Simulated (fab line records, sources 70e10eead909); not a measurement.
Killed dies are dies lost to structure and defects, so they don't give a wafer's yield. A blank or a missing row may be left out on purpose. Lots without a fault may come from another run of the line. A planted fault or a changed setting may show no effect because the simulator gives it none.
A struck lot beside a sound one | flow nand_harc | 14 steps out of a route of 1302
Sound: wafers L246.3, L246.4, L246.6. Struck: wafers L242.1, L242.4, L242.5. The cause comes at the end.
At each step with rows: each side's tool, then ch and its chambers, then its first start. Under that, the readings that differ: sound wafers | struck wafers | difference of the means | sigmas: that difference in standard deviations of wafers without a fault.
alike: readings whose means differ by less than 2 such deviations, and words and numbers that are the same on both sides. not compared: withheld readings, readings that some wafer has no value for, bounds like >300 that may hide the same value, and numbers for which the record gives no deviation and whose values overlap.
The two part at a step that has a row with sigmas, a row that says differs or no value, or rows on one side only. Numbers that don't overlap but have no deviation are shown without sigmas and don't part them. A reading that every wafer of one side lacks parts them only if that side has two wafers or more.

first, 7 steps without rows for these wafers: NHARC_A_STAIRCASE_COAT_262; NHARC_A_STAIRCASE_SOFTBAKE_263 (time 170 s); NHARC_A_STAIRCASE_EBR_264; NHARC_A_STAIRCASE_EXPOSE_265 (exposes mask CHOP 200); NHARC_A_STAIRCASE_PEB_266 (peb time 130 s); NHARC_A_STAIRCASE_DEVELOP_267 (time 140 s); NHARC_A_STAIRCASE_HARDBAKE_269 (time 140 s).
NHARC_A_STAIRCASE_DESCUM_270: chemistry O2, time 3 s.
  sound on rie_diel-11 ch 1,3, day 24 08:37; struck on rie_diel-04 ch 2,3, day 22 09:20
  alike: drypump_motor_current_A, oes_product_au, rf_vpp_V, showerhead_plenum_p_Torr, throttle_valve_pct
  not compared: rf_hours_counter_h
NHARC_A_STAIRCASE_ETCH_271: etches the open film in CF4/CHF3.
  sound on rie_diel-11 ch 1,2,3, day 24 08:43; struck on rie_diel-04 ch 0,2,3, day 22 09:26
  alike: bias_w, cf4_flow_sccm, drypump_motor_current_A, oes_product_au, rf_vpp_V, showerhead_plenum_p_Torr, throttle_valve_pct
  not compared: rf_hours_counter_h
NHARC_A_STAIRCASE_HM_OPEN_457: chemistry O2/COS.
  sound on rie_diel-11 ch 0,1,3; struck on rie_diel-04 ch 1,3
  alike: bias_w, drypump_motor_current_A, oes_product_au, rf_vpp_V, showerhead_plenum_p_Torr, throttle_valve_pct
  not compared: rf_hours_counter_h
then, 1 step without rows for these wafers: NHARC_A_STAIRCASE_STRIP_458 (strips in O2/COS).
NHARC_A_STAIRCASE_ETCH_451: etches the open film in CF4/O2, target depth 30 nm, overetch 3 nm, time 16.5 s.
  sound on rie_diel-11 ch 0,1,2, day 24 09:08; struck on rie_diel-04 ch 0,3, day 22 10:55
  no value came back on the struck wafers for any of 7 readings (bias_w (W), cf4_flow_sccm (sccm) and others); on the sound wafers bias_w (W) reads 99.85 99.75 99.97
  not compared: rf_hours_counter_h
NHARC_A_STAIRCASE_ETCH_273: etches the open film in C4F8/O2/Ar, target depth 10200 nm, time 2468.6 s.
  sound on rie_diel-11 ch 1,3; struck on rie_diel-04 ch 1,3
  alike: bias_w, chamber_pressure_mTorr, oes_product_au, rf_vpp_V
  not compared: rf_hours_counter_h
-- the record jumps here: 8 days lie between the struck wafers' starts before and after (it left off in module A_STAIRCASE and takes up again in module END, whose first step shown is number 1302 of the route) --
NHARC_END_SORT_01:
  the record has rows for the struck wafers here (prober-01 ch 0, day 30 07:22) and none for the sound ones

WHERE THEY PART
First at NHARC_A_STAIRCASE_ETCH_451; last, within this record, at NHARC_END_SORT_01.

WHY: what the simulator had put in
Skipped step whole: rie_diel-04, from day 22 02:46 on, at NHARC_A_STAIRCASE_ETCH_451. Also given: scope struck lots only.
